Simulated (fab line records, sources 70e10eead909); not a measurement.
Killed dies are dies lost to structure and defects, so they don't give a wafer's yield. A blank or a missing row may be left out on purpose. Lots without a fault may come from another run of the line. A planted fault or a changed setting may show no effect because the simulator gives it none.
A struck lot beside a sound one | flow nand_harc | 31 steps out of a route of 1302
Sound: wafers L923.1, L923.5, L923.6. Struck: wafers L926.1, L926.3, L926.5. The cause comes at the end.
At each step with rows: each side's tool, then ch and its chambers, then its first start. Under that, the readings that differ: sound wafers | struck wafers | difference of the means | sigmas: that difference in standard deviations of wafers without a fault.
alike: readings whose means differ by less than 2 such deviations, and words and numbers that are the same on both sides. not compared: withheld readings, readings that some wafer has no value for, bounds like >300 that may hide the same value, and numbers for which the record gives no deviation and whose values overlap.
The two part at a step that has a row with sigmas, a row that says differs or no value, or rows on one side only. Numbers that don't overlap but have no deviation are shown without sigmas and don't part them. A reading that every wafer of one side lacks parts them only if that side has two wafers or more.

NHARC_P_CONTACT_OVL_MEAS_13:
  sound on overlay-01, day 8 02:13; struck on overlay-01, day 9 12:27
  alike: overlay_x_nm, overlay_y_nm
NHARC_P_CONTACT_INSPECT_14:
  sound on defect_inspect-02, day 8 02:14; struck on defect_inspect-01, day 9 12:29
  alike: raw_defect_count
then, 1 step without rows for these wafers: NHARC_P_CONTACT_DESCUM_17 (chemistry O2, time 3 s).
NHARC_P_CONTACT_ETCH_35: etches the open film in CF4, target depth 39 nm, time 65 s.
  sound on rie_diel-01 ch 0,1,3, day 8 02:25; struck on rie_diel-01 ch 0,1, day 9 12:38
  alike: drypump_motor_current_A, oes_product_au, rf_vpp_V, showerhead_plenum_p_Torr, throttle_valve_pct
  not compared: rf_hours_counter_h
NHARC_P_CONTACT_ETCH_36: etches the open film in N2/H2, target depth 260 nm, time 406.25 s.
  sound on rie_diel-01 ch 1,2; struck on rie_diel-01 ch 1,2
  alike: drypump_motor_current_A, oes_product_au, rf_vpp_V, showerhead_plenum_p_Torr, throttle_valve_pct
  not compared: rf_hours_counter_h
then, 2 steps without rows for these wafers: NHARC_P_CONTACT_ETCH_18 (etches the open film in C4F8/O2/Ar, target depth 481 nm, time 240.5 s); NHARC_P_CONTACT_STRIP_37 (strips in C4F8/O2/Ar).
NHARC_P_CONTACT_ETCH_31: etches the open film in CH3F/O2, target depth 30 nm, time 85.7 s.
  sound on rie_diel-01 ch 0,2,3; struck on rie_diel-01 ch 2,3
  alike: drypump_motor_current_A, oes_product_au, rf_vpp_V, showerhead_plenum_p_Torr, throttle_valve_pct
  not compared: rf_hours_counter_h
NHARC_P_CONTACT_CD_MEAS_19:
  sound on cd_sem-03, day 8 03:10; struck on cd_sem-03, day 9 13:25
  alike: cd_nm
then, 3 steps without rows for these wafers: NHARC_P_CONTACT_STRIP_28 (strips in O2); NHARC_P_CONTACT_STRIP_29 (strips in post etch residue remover, time 1200 s); NHARC_P_CONTACT_DEGAS_38 (time 60 s).
NHARC_P_CONTACT_PRE_CLEAN_39: time 19.5 s.
  sound on pvd_sputter-03, day 8 03:58; struck on pvd_sputter-02, day 9 14:13
then, 2 steps without rows for these wafers: NHARC_P_CONTACT_PVD_32 (deposits Ti, target thk 5 nm, time 17.7 s); NHARC_P_CONTACT_ALD_22 (deposits TiN, target thk 3 nm, pulse time 1 s, ald cycles 150).
NHARC_P_CONTACT_CVD_23: deposits W, target thk 200 nm, time 557 s.
  sound on cvd_w-02 ch 0,1; struck on cvd_w-02 ch 1
  alike: heater_power_w, throttle_valve_pct
NHARC_P_CONTACT_CMP_24: polishes, t overpolish 30 s, target thk 200 nm.
  sound on cmp-01 ch 0,1,3, day 8 05:02; struck on cmp-01 ch 0,3, day 9 15:48
  alike: motor_current_A, overpolish_run_s, time_to_endpoint_s
then, 11 steps without rows for these wafers: NHARC_P_CONTACT_SRD_26; NHARC_P_M0_DEP_00 (deposits SiOC, target thk 150 nm); NHARC_P_M0_DEHYDRATE_01 (time 120 s); NHARC_P_M0_HMDS_02 (time 30 s); NHARC_P_M0_COAT_33 (time 65 s); NHARC_P_M0_COAT_03 (resist thk 90 nm); NHARC_P_M0_SOFTBAKE_04 (time 55 s); NHARC_P_M0_EBR_05; NHARC_P_M0_EXPOSE_06 (exposes mask P M0, target cd 90 nm); NHARC_P_M0_PEB_07 (peb time 65 s); NHARC_P_M0_DEVELOP_08 (develop time 35 s).
NHARC_P_M0_CD_MEAS_09: target cd 90 nm.
  sound on cd_sem-02 ch 0, day 8 06:17; struck on cd_sem-01 ch 0, day 9 17:05
  alike: cd_nm
NHARC_P_M0_OVL_MEAS_10: pitch 180 nm.
  sound on overlay-02, day 8 06:23; struck on overlay-02, day 9 17:10
  alike: overlay_x_nm, overlay_y_nm
-- the record jumps here: 23 days lie between the struck wafers' starts before and after (it left off in module P_M0 and takes up again in module END, whose first step shown is number 1302 of the route) --
NHARC_END_SORT_01:
  sound on prober-02 ch 0, day 26 20:37; struck on prober-01 ch 0, day 32 14:42
  reading             | sound | struck   | difference | sigmas
  killed_at_periphery | 2 5 6 | 23 26 33 | +23        | +7
  alike: killed_at_array, killed_at_other, killed_dies, killed_open, killed_short

WHERE THEY PART
Only at NHARC_END_SORT_01, within this record.

WHY: what the simulator had put in
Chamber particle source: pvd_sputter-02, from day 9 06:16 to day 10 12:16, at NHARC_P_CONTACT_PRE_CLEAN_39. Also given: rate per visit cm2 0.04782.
